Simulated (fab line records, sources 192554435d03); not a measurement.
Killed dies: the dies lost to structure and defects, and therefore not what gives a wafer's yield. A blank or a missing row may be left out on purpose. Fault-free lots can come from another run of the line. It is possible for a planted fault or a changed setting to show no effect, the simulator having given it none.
The tool behind it: which one? | flow n5 finfet | 72 wafers from 24 lots sampled at 5 of the route's 1938 steps

## WHAT THE GAUGES READ, wafer by wafer
N5_STI_FIN_REVEAL_THK_MEAS_05.
lot  | measured    | on            | thk nm (nm)
L074 | day 2 09:20 | film metro-02 | 131.8 133.9 130.5
L075 | day 2 14:46 | film metro-02 | 132.4 131.6 132.8
L076 | day 2 22:10 | film metro-01 | 131.9 133.7 129.8
L077 | day 3 04:31 | film metro-02 | 130.0 131.5 132.6
L078 | day 3 09:46 | film metro-02 | 132.2 131.0 130.4
L079 | day 3 15:01 | film metro-02 | 130.6 130.4 132.4
L080 | day 3 20:30 | film metro-02 | 132.1 131.8 132.9
L081 | day 4 02:39 | film metro-02 | 131.3 131.3 131.9
L082 | day 4 10:37 | film metro-02 | 132.6 131.5 131.1
L083 | day 4 14:45 | film metro-01 | 131.1 131.8 131.5
L084 | day 4 21:04 | film metro-02 | 132.2 130.3 130.2
L085 | day 5 05:40 | film metro-01 | 133.2 133.3 131.8
L086 | day 5 13:38 | film metro-01 | 131.8 131.0 132.8
L087 | day 5 16:55 | film metro-02 | 130.1 133.6 132.5
L088 | day 5 22:25 | film metro-02 | 132.7 131.4 133.2
L089 | day 6 07:53 | film metro-02 | 132.5 132.4 132.6
L090 | day 6 11:01 | film metro-01 | 132.4 131.8 132.4
L091 | day 6 16:56 | film metro-01 | 131.9 132.0 131.2
L092 | day 6 23:53 | film metro-01 | 133.3 131.8 132.7
L093 | day 7 06:34 | film metro-02 | 131.4 132.1 131.0
L094 | day 7 11:57 | film metro-01 | 129.2 130.7 131.6
L095 | day 7 17:59 | film metro-01 | 131.8 130.4 132.2
L096 | day 8 00:12 | film metro-01 | 132.9 130.6 129.5
L097 | day 8 04:20 | film metro-02 | 130.9 131.4 133.0

N5_SD_EPI_N_INSPECT_11: inspects for defects (macro).
lot  | measured    | on                | raw defect count
L074 | day 3 12:44 | defect inspect-02 | 3 2 0
L075 | day 3 16:57 | defect inspect-01 | 1 2 2
L076 | day 3 17:07 | defect inspect-02 | 2 8 3
L077 | day 4 04:23 | defect inspect-02 | 0 0 3
L078 | day 4 00:23 | defect inspect-01 | 2 1 4
L079 | day 4 14:05 | defect inspect-01 | 2 0 1
L080 | day 4 12:17 | defect inspect-02 | 0 0 3
L081 | day 4 20:33 | defect inspect-02 | 0 3 0
L082 | day 5 04:25 | defect inspect-02 | 3 1 1
L083 | day 5 05:09 | defect inspect-01 | 1 2 1
L084 | day 5 11:26 | defect inspect-02 | 5 5 1
L085 | day 5 20:14 | defect inspect-02 | 3 1 3
L086 | day 6 05:55 | defect inspect-01 | 0 0 1
L087 | day 6 08:40 | defect inspect-02 | 1 2 0
L088 | day 6 14:17 | defect inspect-01 | 2 3 4
L089 | day 7 01:03 | defect inspect-02 | 1 3 1
L090 | day 7 03:14 | defect inspect-01 | 0 5 3
L091 | day 7 07:18 | defect inspect-02 | 3 1 3
L092 | day 7 14:25 | defect inspect-02 | 3 1 2
L093 | day 7 23:28 | defect inspect-01 | 1 0 2
L094 | day 8 02:20 | defect inspect-01 | 3 4 3
L095 | day 8 09:17 | defect inspect-01 | 1 1 4
L096 | day 8 14:38 | defect inspect-01 | 0 4 3
L097 | day 8 18:55 | defect inspect-01 | 4 1 0

## WHAT TOOL EACH LOT RAN ON (gives the tool, then ch and the chambers of the sampled wafers, and finally the start)
lot  | N5_FIN_CUT_CUT_ETCH_26            | N5_STI_FIN_REVEAL_DENSIFY_30    | N5_DUMMY_GATE_ETCH_32
L074 | rie diel-02 ch 0,2,3, day 2 03:22 | rtp anneal-02 ch 0, day 2 09:32 | rie si-02 ch 2,3, day 3 11:19
L075 | rie diel-06 ch 0,1,3, day 2 08:47 | rtp anneal-01 ch 0, day 2 14:47 | rie si-04 ch 0,2,3, day 3 15:25
L076 | rie diel-06 ch 1,3, day 2 15:40   | rtp anneal-02 ch 0, day 2 22:15 | rie si-02 ch 0,1, day 3 15:41
L077 | rie diel-04 ch 0,1, day 2 22:10   | rtp anneal-01 ch 0, day 3 04:38 | rie si-02 ch 0,2,3, day 4 02:50
L078 | rie diel-04 ch 0,3, day 3 03:52   | rtp anneal-02 ch 0, day 3 09:50 | rie si-04 ch 1,2,3, day 3 22:50
L079 | rie diel-04 ch 0,2,3, day 3 09:07 | rtp anneal-01 ch 0, day 3 15:02 | rie si-04 ch 0,3, day 4 12:33
L080 | rie diel-06 ch 1,2, day 3 14:35   | rtp anneal-01 ch 0, day 3 20:47 | rie si-06 ch 0,2,3, day 4 10:51
L081 | rie diel-04 ch 2,3, day 3 20:44   | rtp anneal-01 ch 0, day 4 02:46 | rie si-04 ch 0,1, day 4 18:55
L082 | rie diel-02 ch 0,2,3, day 4 04:40 | rtp anneal-02 ch 0, day 4 10:39 | rie si-04 ch 0,1, day 5 01:26
L083 | rie diel-06 ch 1,2,3, day 4 08:51 | rtp anneal-02 ch 0, day 4 14:59 | rie si-04 ch 1,3, day 5 03:44
L084 | rie diel-04 ch 1,2,3, day 4 15:09 | rtp anneal-01 ch 0, day 4 21:11 | rie si-06 ch 0,2,3, day 5 09:52
L085 | rie diel-04 ch 1,2,3, day 4 21:20 | rtp anneal-02 ch 0, day 5 05:52 | rie si-04 ch 1,3, day 5 18:38
L086 | rie diel-06 ch 1,3, day 5 07:40   | rtp anneal-01 ch 0, day 5 14:04 | rie si-02 ch 0,2,3, day 6 03:26
L087 | rie diel-06 ch 2,3, day 5 10:40   | rtp anneal-01 ch 0, day 5 17:12 | rie si-06 ch 2,3, day 6 06:59
L088 | rie diel-02 ch 1,2,3, day 5 15:46 | rtp anneal-01 ch 0, day 5 22:29 | rie si-06 ch 0,3, day 6 12:35
L089 | rie diel-06 ch 2,3, day 6 01:31   | rtp anneal-01 ch 0, day 6 07:57 | rie si-06 ch 0,2,3, day 6 23:26
L090 | rie diel-02 ch 1,3, day 6 04:17   | rtp anneal-02 ch 0, day 6 11:04 | rie si-04 ch 0,1,3, day 7 01:35
L091 | rie diel-06 ch 1,2, day 6 10:34   | rtp anneal-01 ch 0, day 6 17:00 | rie si-04 ch 2,3, day 7 05:39
L092 | rie diel-02 ch 1,2,3, day 6 17:57 | rtp anneal-02 ch 0, day 6 23:55 | rie si-06 ch 1,2,3, day 7 12:49
L093 | rie diel-04 ch 1,2,3, day 7 00:35 | rtp anneal-02 ch 0, day 7 06:41 | rie si-04 ch 0,1,2, day 7 21:15
L094 | rie diel-02 ch 0,1,2, day 7 05:58 | rtp anneal-01 ch 0, day 7 12:00 | rie si-04 ch 0,2,3, day 8 00:42
L095 | rie diel-04 ch 0,1,2, day 7 12:05 | rtp anneal-02 ch 0, day 7 18:02 | rie si-06 ch 0,1, day 8 07:44
L096 | rie diel-06 ch 2,3, day 7 18:18   | rtp anneal-01 ch 0, day 8 00:16 | rie si-02 ch 0,1,2, day 8 13:05
L097 | rie diel-04 ch 2,3, day 7 22:05   | rtp anneal-02 ch 0, day 8 04:22 | rie si-06 ch 0,1,3, day 8 16:57
- N5_FIN_CUT_CUT_ETCH_26: etches SiNx in CH3F/O2, target depth 39 nm, time 55.7 s.
- N5_STI_FIN_REVEAL_DENSIFY_30
- N5_DUMMY_GATE_ETCH_32: etches SiO2 in CF4, target depth 3.5 nm, time 3.9 s.

## WHAT THE TOOLS THEMSELVES READ (means of the sampled wafers that have a number; where no wafer has one, the mark that the record gives instead)
N5_FIN_CUT_CUT_ETCH_26.
lot  | tool        | drypump motor current A (A) | oes_ar_750_au (a.u.) | oes_f_703_au (a.u.) | oes product au (a.u.) | rf vpp V (V) | showerhead plenum p Torr (Torr) | throttle valve pct (%)
L074 | rie diel-02 | 5.5                         | 0.74                 | 0.73                | 0.74                  | 300          | 2.01                            | 16.42
L075 | rie diel-06 | 5.3                         | 0.74                 | 0.75                | 0.75                  | 301          | 1.94                            | 16.45
L076 | rie diel-06 | 5.4                         | 0.78                 | 0.78                | 0.77                  | 300          | 1.93                            | 16.52
L077 | rie diel-04 | 6.1                         | 0.72                 | 0.73                | 0.71                  | 289          | 1.94                            | 16.52
L078 | rie diel-04 | 5.7                         | 0.70                 | 0.72                | 0.70                  | 290          | 1.97                            | 16.45
L079 | rie diel-04 | 5.6                         | 0.72                 | 0.73                | 0.71                  | 295          | 2.02                            | 16.45
L080 | rie diel-06 | 5.4                         | 0.75                 | 0.77                | 0.76                  | 302          | 2.03                            | 16.35
L081 | rie diel-04 | 5.3                         | 0.75                 | 0.75                | 0.74                  | 300          | 2.06                            | 16.47
L082 | rie diel-02 | 5.5                         | 0.73                 | 0.72                | 0.73                  | 299          | 2.00                            | 16.44
L083 | rie diel-06 | 5.4                         | 0.76                 | 0.77                | 0.75                  | 300          | 1.98                            | 16.45
L084 | rie diel-04 | 5.7                         | 0.73                 | 0.74                | 0.72                  | 296          | 1.99                            | 16.49
L085 | rie diel-04 | 5.8                         | 0.73                 | 0.74                | 0.72                  | 295          | 1.99                            | 16.50
L086 | rie diel-06 | 5.5                         | 0.76                 | 0.76                | 0.76                  | 300          | 1.92                            | 16.55
L087 | rie diel-06 | 5.2                         | 0.74                 | 0.75                | 0.74                  | 302          | 2.02                            | 16.50
L088 | rie diel-02 | 5.7                         | 0.73                 | 0.73                | 0.73                  | 298          | 1.95                            | 16.29
L089 | rie diel-06 | 5.3                         | 0.75                 | 0.74                | 0.75                  | 301          | 1.97                            | 16.60
L090 | rie diel-02 | 5.8                         | 0.73                 | 0.73                | 0.72                  | 291          | 1.95                            | 16.37
L091 | rie diel-06 | 5.5                         | 0.75                 | 0.77                | 0.75                  | 300          | 1.97                            | 16.38
L092 | rie diel-02 | 5.7                         | 0.73                 | 0.72                | 0.73                  | 299          | 1.95                            | 16.32
L093 | rie diel-04 | 5.7                         | 0.72                 | 0.73                | 0.71                  | 296          | 1.99                            | 16.53
L094 | rie diel-02 | 5.6                         | 0.71                 | 0.70                | 0.71                  | 302          | 1.98                            | 16.33
L095 | rie diel-04 | 5.7                         | 0.81                 | 0.82                | 0.81                  | 294          | 2.00                            | 16.39
L096 | rie diel-06 | 5.3                         | 0.73                 | 0.74                | 0.73                  | 302          | 1.97                            | 16.62
L097 | rie diel-04 | 5.5                         | 0.71                 | 0.72                | 0.70                  | 296          | 2.01                            | 16.50

N5_STI_FIN_REVEAL_DENSIFY_30.
lot  | tool          | lamp power pct (%)
L074 | rtp anneal-02 | 11.50
L075 | rtp anneal-01 | 11.49
L076 | rtp anneal-02 | 11.50
L077 | rtp anneal-01 | 11.55
L078 | rtp anneal-02 | 11.51
L079 | rtp anneal-01 | 11.55
L080 | rtp anneal-01 | 11.55
L081 | rtp anneal-01 | 11.54
L082 | rtp anneal-02 | 11.48
L083 | rtp anneal-02 | 11.52
L084 | rtp anneal-01 | 11.56
L085 | rtp anneal-02 | 11.52
L086 | rtp anneal-01 | 11.55
L087 | rtp anneal-01 | 11.50
L088 | rtp anneal-01 | 11.54
L089 | rtp anneal-01 | 11.58
L090 | rtp anneal-02 | 11.54
L091 | rtp anneal-01 | 11.52
L092 | rtp anneal-02 | 11.55
L093 | rtp anneal-02 | 11.48
L094 | rtp anneal-01 | 11.52
L095 | rtp anneal-02 | 11.56
L096 | rtp anneal-01 | 11.50
L097 | rtp anneal-02 | 11.44

N5_DUMMY_GATE_ETCH_32.
lot  | tool      | drypump motor current A (A) | oes product au (a.u.) | throttle valve pct (%)
L074 | rie si-02 | 6.1                         | 1.021                 | 21.5
L075 | rie si-04 | 5.7                         | 1.008                 | 21.8
L076 | rie si-02 | 6.3                         | 1.010                 | 21.6
L077 | rie si-02 | 6.0                         | 1.024                 | 21.6
L078 | rie si-04 | 5.7                         | 1.001                 | 21.5
L079 | rie si-04 | 5.8                         | 0.995                 | 21.9
L080 | rie si-06 | 5.6                         | 0.980                 | 22.0
L081 | rie si-04 | 5.5                         | 1.005                 | 21.7
L082 | rie si-04 | 5.5                         | 0.998                 | 21.4
L083 | rie si-04 | 5.8                         | 1.003                 | 21.4
L084 | rie si-06 | 5.6                         | 0.987                 | 22.0
L085 | rie si-04 | 5.8                         | 1.005                 | 21.3
L086 | rie si-02 | 6.0                         | 1.016                 | 21.6
L087 | rie si-06 | 5.3                         | 1.001                 | 21.9
L088 | rie si-06 | 5.7                         | 0.968                 | 22.0
L089 | rie si-06 | 5.6                         | 0.986                 | 22.0
L090 | rie si-04 | 5.7                         | 0.997                 | 21.6
L091 | rie si-04 | 5.9                         | 1.011                 | 21.7
L092 | rie si-06 | 5.4                         | 1.003                 | 21.9
L093 | rie si-04 | 5.5                         | 1.006                 | 21.5
L094 | rie si-04 | 5.7                         | 1.010                 | 21.8
L095 | rie si-06 | 5.7                         | 0.994                 | 22.0
L096 | rie si-02 | 6.1                         | 1.011                 | 21.5
L097 | rie si-06 | 5.7                         | 0.975                 | 22.0

## THE ANSWER, worked out from the rows above alone
Rule: the lots themselves supply what counts as usual. The widest of any qualifying gaps counts: lots, ordered by their means at a reading, are off when they make up no more than a third of the lots, leave a main group of 4 or more, and stand apart from it by 3 or more times the standard deviation of that group's means. A main group whose means are all the same, to the digits that the tables above print for the reading, isn't used. A lot without any number at a reading at which 4 lots or more have one is off too. Any other lot the step has rows for is counted as sound. Order of review: gauges by route order, followed by the tools' own readings, for which a lot's mean as printed above is used. At the first step where some lot is off, the reading lying furthest off is the one used; lots without a number count as furthest.
Across all readings shown, no lot is off: no conclusion can be drawn from this.

## WHAT HAD BEEN PUT IN BY THE SIMULATOR
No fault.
